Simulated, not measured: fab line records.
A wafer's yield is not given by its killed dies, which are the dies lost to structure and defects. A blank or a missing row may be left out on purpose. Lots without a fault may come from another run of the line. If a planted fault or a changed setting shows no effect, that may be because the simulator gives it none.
Problem report, 8D (eight disciplines) form, completed by code    flow nand_harc    the parts of the form that need people (team, actions taken, sign-off) are left out

## 1. THE ISSUE
oes_product_au at NHARC_A_BONDPAD_ETCH_34 reads a mean of 0.863 a.u. on 1 wafer of 1 lot; wafers without a fault read 1.000 a.u. with a standard deviation of 0.007. Relative to the usual mean, that is a shift of -20 standard deviations.
The step: etches the open film in N2/H2, target depth 60 nm, overetch 18 nm, time 65.91 s.
First seen on wafer L375.1, day 19 23:31, on rie_diel-07. Wafers with a number at this step in the record: 33, from 11 lots. Rule for "out" (also "out of limits"): further than 4 standard deviations from the usual mean. Any other wafer with a number is counted as sound.

## 2. WHAT IT IS, WHAT IT ISN'T
question                     is                 is not
which readings at this step  oes_product_au     chamber_pressure_mTorr, drypump_motor_current_A, h2_flow_sccm, rf_fwd_power_W, throttle_valve_pct
which lots                   L375               L368, L371, L372, L373, L374, L377, L384, L385, L386, L391
which wafers of those lots   L375.1             L375.3, L375.6
read on which tools          rie_diel-07        rie_diel-01, rie_diel-03
when                         from day 19 23:31  up to then (20 sound wafers); but 12 sound wafers of L384, L385, L386, L391 came after

## 3. THE SUSPECTS, EACH WITH WHAT RULES IT OUT
Counting: if a tool at a process step up to the reading ran every lot that is out, it stays a suspect. Sound lots after the first of them don't rule it out here, since some wafers of a struck lot are sound.
- rie_diel-07 at NHARC_A_BONDPAD_ETCH_34 (etches the open film in N2/H2, target depth 60 nm, overetch 18 nm, time 65.91 s): kept. It ran the lot that is out, L375 (day 19 23:31); its last sound lot up to then is L377 (day 19 18:29). On those wafers its own readings are out: oes_product_au.
- rie_diel-07, NHARC_A_BONDPAD_ETCH_34: wafers that are out in chamber 1, sound lot-mates in chambers 0, 3.
Remaining after the count: rie_diel-07 at NHARC_A_BONDPAD_ETCH_34.

## 4. THE CAUSE (what the simulator had put in)
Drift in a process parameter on rie_diel-07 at NHARC_A_BONDPAD_ETCH_34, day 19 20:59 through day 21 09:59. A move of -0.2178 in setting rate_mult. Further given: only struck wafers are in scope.
Counting left only this tool.

## 5. THE CHAIN OF EFFECTS, in route order
Each row: a reading where the mean over the struck wafers with a number is more than 3 standard deviations away from the usual. Readings are gone through only where the record gives a usual standard deviation; hours: the median, over the lots, of the time from a lot's start at the first step in this table giving one to that lot's start at this step; sigmas: the change measured in usual standard deviations.
hours  step                     reading         usual       on struck wafers  change  sigmas
0      NHARC_A_BONDPAD_ETCH_34  oes_product_au  1.000 a.u.  0.863             -0.137  -20
Here are the process steps it includes:
- NHARC_A_BONDPAD_ETCH_34: etches the open film in N2/H2, target depth 60 nm, overetch 18 nm, time 65.91 s.
Later measuring or inspecting steps at which every struck wafer that the step has a row for has a number for every such reading, and none has moved that far: NHARC_A_BONDPAD_CD_MEAS_13.

## 6. HOW IT WOULD HAVE BEEN CAUGHT EARLIER
The fault began at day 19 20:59; the first out-of-limits reading in this record came at day 19 23:31, 3 hours later.
